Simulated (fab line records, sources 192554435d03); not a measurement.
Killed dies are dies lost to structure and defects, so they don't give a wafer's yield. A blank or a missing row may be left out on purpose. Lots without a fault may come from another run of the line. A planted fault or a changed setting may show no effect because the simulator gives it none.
Problem report in the 8D (eight disciplines) form, filled by code | flow n5_finfet | the parts of the form that need people (team, actions taken, sign-off) are left out

1. THE PROBLEM
killed_at_contacts at N5_PASSIVATION_PROBE_49 reads a mean of 1098 on 6 wafers of 2 lots; wafers without a fault read 12 with a standard deviation of 6.2. That is +99 or more standard deviations from the usual mean.
First seen on wafer L643.1, day 16 16:29, on prober-01. The record holds 6 wafers of 2 lots with a number at this step. Rule for "out", or "out of limits": more than 4 standard deviations from the usual mean. The other wafers with a number count as sound.

2. WHAT IT IS AND WHAT IT IS NOT
question                    | is                                                                                                                     | is not
which readings at this step | killed_at_contacts, defect_limited_yield, killed_dies, killed_on_rim, sort_bin_5_function, sort_n_pass, sort_yield_pct | killed_at_M0_to_M3, killed_at_M4_up, killed_at_front_end, killed_at_other, killed_open, sort_bin_6_memory
which lots                  | L643, L646                                                                                                             | -
which wafers of those lots  | all that have a number                                                                                                 | -
read on which tools         | prober-01, prober-02                                                                                                   | -
when                        | from day 16 16:29                                                                                                      | up to then (0 sound wafers)

3. SUSPECTS, AND WHAT RULES EACH OUT
Counting: a tool at a process step up to the reading stays a suspect if it ran every lot that is out and no sound lot after the first of them.
- ald_sin-02 at N5_MOL_CONTACT_COAG_ALD_131 (deposits SiO2, target thk 5 nm, pulse time 1 s, co reactant pulse time 1 s): kept. It ran every lot that is out, first L643 (day 9 07:59), and no sound lot after that.
- rie_diel-04 at N5_MOL_CONTACT_COAG_ETCH_47 (etches SiNx in CH3F/O2, stops on W, target depth 27 nm): kept. It ran every lot that is out, first L643 (day 9 08:25), and no sound lot after that.
Left after counting: ald_sin-02 at N5_MOL_CONTACT_COAG_ALD_131, rie_diel-04 at N5_MOL_CONTACT_COAG_ETCH_47.

4. THE CAUSE (what the simulator had put in)
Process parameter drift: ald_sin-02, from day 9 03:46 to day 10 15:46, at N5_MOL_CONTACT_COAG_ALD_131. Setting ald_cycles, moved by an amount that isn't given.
Counting left 2 suspects, and this tool is among them.

5. THE CHAIN OF EFFECTS, in route order
Each row: a reading whose mean over the struck wafers that have a number lies more than 3 standard deviations from the usual. Only readings for which the record gives a usual standard deviation are gone through. hours: the time from each lot's start at the first step in this table that gives one to its start at this step, as a median over the lots. sigmas: the change in usual standard deviations.
hours | step                    | reading              | usual  | on struck wafers | change | sigmas
0     | N5_PASSIVATION_PROBE_49 | defect_limited_yield | 91.7 % | 0.0              | -91.7  | -54
0     | N5_PASSIVATION_PROBE_49 | killed_at_contacts   | 12     | 1098             | +1086  | +99 or more
0     | N5_PASSIVATION_PROBE_49 | killed_dies          | 98     | 1180             | +1082  | +54
0     | N5_PASSIVATION_PROBE_49 | killed_on_rim        | 13     | 152              | +139   | +31
0     | N5_PASSIVATION_PROBE_49 | sort_bin_5_function  | 4.8 %  | 96.6             | +91.8  | +83
0     | N5_PASSIVATION_PROBE_49 | sort_n_pass          | 1082   | 0                | -1082  | -54
0     | N5_PASSIVATION_PROBE_49 | sort_yield_pct       | 91.7 % | 0.0              | -91.7  | -54
The process steps in it:
- N5_PASSIVATION_PROBE_49

6. WHAT WOULD HAVE CAUGHT IT SOONER
In this record the first reading out of limits was taken at day 16 16:29, 181 hours after the fault began at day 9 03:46.
Of the tool readings at N5_MOL_CONTACT_COAG_ALD_131 for which the record gives a usual standard deviation, none was out on any struck wafer, so an alarm limit of 4 standard deviations on them would not have fired.
All the lots that are out (2) had begun N5_MOL_CONTACT_COAG_ALD_131 on ald_sin-02 by day 16 16:29. A hold on the tool at that time would have spared none of them.
